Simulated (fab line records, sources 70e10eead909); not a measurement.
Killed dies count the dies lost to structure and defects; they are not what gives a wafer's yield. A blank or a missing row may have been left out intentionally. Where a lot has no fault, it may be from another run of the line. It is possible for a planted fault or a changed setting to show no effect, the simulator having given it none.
A struck lot beside a sound one    flow nand harc    17 steps out of a route of 1302
Sound: wafers L334.1, L334.5, L334.6. Wafers struck: L338.1, L338.4, L338.6. The cause is given at the end.
At each step with rows: each side's tool, then ch and its chambers, then its first start. Under that, the readings that differ: sound wafers    struck wafers    difference of the means    sigmas: that difference in standard deviations of wafers without a fault.
alike: readings with means less than 2 such deviations apart, plus words and numbers identical on both sides. not compared: withheld readings, readings lacking a value on some wafer, bounds such as >300 that could conceal the same value, and numbers that have no deviation in the record and whose values overlap.
A row with sigmas, a row that says differs or no value, or rows on one side alone: a step with any of these is where the two part. When numbers do not overlap yet have no deviation, they are printed without sigmas and do not part them. A reading that every wafer of one side lacks parts them only if that side has two wafers or more.

NHARC_P_M2_INSPECT_11:
  sound on defect inspect-02 at day 6 19:16; struck on defect inspect-02 at day 8 11:54
  alike: raw defect count
then, 1 step without rows for these wafers: NHARC_P_M2_DESCUM_14 (chemistry O2, time 3 s).
NHARC_P_M2_ETCH_35: etches the open film in N2/H2, target depth 40 nm, overetch 12 nm, time 43.94 s.
  sound on rie diel-07 ch 0,1, day 6 19:26; struck on rie diel-08 ch 0,2, day 8 12:03
  alike: bias w, drypump motor current A, mfc ar sccm, oes product au, rf vpp V, showerhead plenum p Torr, throttle valve pct
  not compared: rf hours counter h
then, 1 step without rows for these wafers: NHARC_P_M2_ETCH_15 (etches the open film in C4F8/Ar, target depth 182.5 nm, time 91.2 s).
NHARC_P_M2_CD_MEAS_16:
  sound on cd sem-02 at day 6 19:40; struck on cd sem-01 at day 8 12:16
  alike: cd nm
then, 1 step without rows for these wafers: NHARC_P_M2_STRIP_18 (strips in N2/H2).
NHARC_P_M2_ETCH_28: etches the open film in CF4/N2, target depth 30 nm, time 72.99 s.
  sound on rie diel-03 ch 1,2; struck on rie diel-03 ch 0,2
  alike: bias w, drypump motor current A, mfc ar sccm, oes product au, rf vpp V, showerhead plenum p Torr, throttle valve pct
  not compared: rf hours counter h
then, 2 steps without rows for these wafers: NHARC_P_M2_STRIP_19 (strips in post etch residue remover, time 600 s); NHARC_P_M2_DEGAS_29 (time 60 s).
NHARC_P_M2_PRE_CLEAN_30: time 30 s.
  sound on pvd sputter-02; struck on pvd sputter-02
  alike: heater power w, susceptor temp C
NHARC_P_M2_PVD_20: deposits TaN, target thk 5 nm, time 8.06 s.
  sound on pvd sputter-02; struck on pvd sputter-02
  alike: bias v, throttle valve pct
NHARC_P_M2_PVD_21: deposits Cu, target thk 30 nm, time 20.49 s.
  sound on pvd sputter-02; struck on pvd sputter-02
  alike: throttle valve pct
NHARC_P_M2_ECD_22: material Cu, target thk 400 nm.
  sound on ecd cu-02 ch 0,1, day 6 20:51; struck on ecd cu-02 ch 0, day 8 13:24
then, 1 step without rows for these wafers: NHARC_P_M2_ANNEAL_31 (time 90 s).
NHARC_P_M2_CMP_23: polishes, t overpolish 20 s, target thk 144.3 nm.
  sound on cmp-04 ch 0,1, day 6 21:33; struck on cmp-02 ch 0,1,3, day 8 14:07
reading                 sound           struck          difference  sigmas
time to endpoint s (s)  27.2 27.5 27.3  13.9 11.5 11.6  -15.0       -8
  alike: motor current A
NHARC_P_M2_THK_MEAS_24: measures by xrf.
  sound on film metro-01 at day 6 21:50; struck on film metro-02 at day 8 14:26
  alike: thk nm
-- break in the record here, with 18 days between the starts of the struck wafers on either side (left off in module P_M2, picked up again in module END, where the first step shown is number 1302 on the route) --
NHARC_END_SORT_01:
  sound on prober-01 ch 0, day 25 18:43; struck on prober-01 ch 0, day 26 02:36
reading              sound  struck  difference  sigmas
killed at periphery  5 8 4  0 2 0   -5          -2
  alike: defect limited yield, killed at array, killed at other, killed dies, killed open, killed short, sort_bin_2_pct, sort_bin_3_pct, sort_bin_4_pct, sort n pass, sort rim yield pct, sort yield pct

## WHERE THEY PART
Earliest at NHARC_P_M2_CMP_23; latest, in this record, at NHARC_END_SORT_01.

WHY: what had been put in by the simulator
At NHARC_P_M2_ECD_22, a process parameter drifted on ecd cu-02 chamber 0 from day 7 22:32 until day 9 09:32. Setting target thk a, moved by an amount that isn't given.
